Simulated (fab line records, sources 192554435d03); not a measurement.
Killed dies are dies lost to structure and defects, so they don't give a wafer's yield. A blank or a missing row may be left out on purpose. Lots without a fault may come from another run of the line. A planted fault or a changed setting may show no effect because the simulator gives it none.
Which tool did it? | flow n5_finfet | 11 lots, 32 wafers sampled, at 1 step of a route of 1938

WHAT THE GAUGES READ, wafer by wafer
N5_BEOL_M8_THK_MEAS_53: measures by xrf.
lot  | measured     | on            | M8_THK (nm)
L790 | day 9 09:11  | film_metro-02 | 77.0 78.3 79.9
L791 | day 9 22:05  | film_metro-02 | 81.3 80.9 79.7
L793 | day 10 07:18 | film_metro-02 | 79.4 78.6 79.9
L796 | day 10 20:44 | film_metro-02 | 79.9 80.5 79.8
L798 | day 11 09:04 | film_metro-02 | 81.5 81.1 80.1
L805 | day 13 11:55 | film_metro-01 | 77.3 78.0 80.2
L807 | day 13 19:18 | film_metro-02 | 82.1 79.7
L809 | day 14 00:03 | film_metro-01 | 81.6 79.5 80.8
L808 | day 14 06:00 | film_metro-02 | 76.4 77.5 75.0
L811 | day 14 15:30 | film_metro-01 | 77.7 78.6 77.4
L813 | day 15 02:14 | film_metro-01 | 80.3 78.8 79.2

WHICH TOOL RAN EACH LOT (tool, then ch and the chambers of the sampled wafers, then the start)
The record holds no process step before these readings.

THE ANSWER, worked out from the rows above alone
Rule: what is usual is taken from the lots themselves. Put in order of their means at a reading, lots are off if they are a third of the lots or fewer, leave a main group of 4 or more, and stand apart from it by a gap of 3 or more times the standard deviation of the main group's means; of several such gaps the widest counts. A main group whose means are all the same, to the digits that the tables above print for the reading, isn't used. A lot without any number at a reading at which 4 lots or more have one is off too. The other lots that the step has rows for count as sound.
No lot is off at any reading shown: from this, nothing can be told.

WHAT THE SIMULATOR HAD PUT IN
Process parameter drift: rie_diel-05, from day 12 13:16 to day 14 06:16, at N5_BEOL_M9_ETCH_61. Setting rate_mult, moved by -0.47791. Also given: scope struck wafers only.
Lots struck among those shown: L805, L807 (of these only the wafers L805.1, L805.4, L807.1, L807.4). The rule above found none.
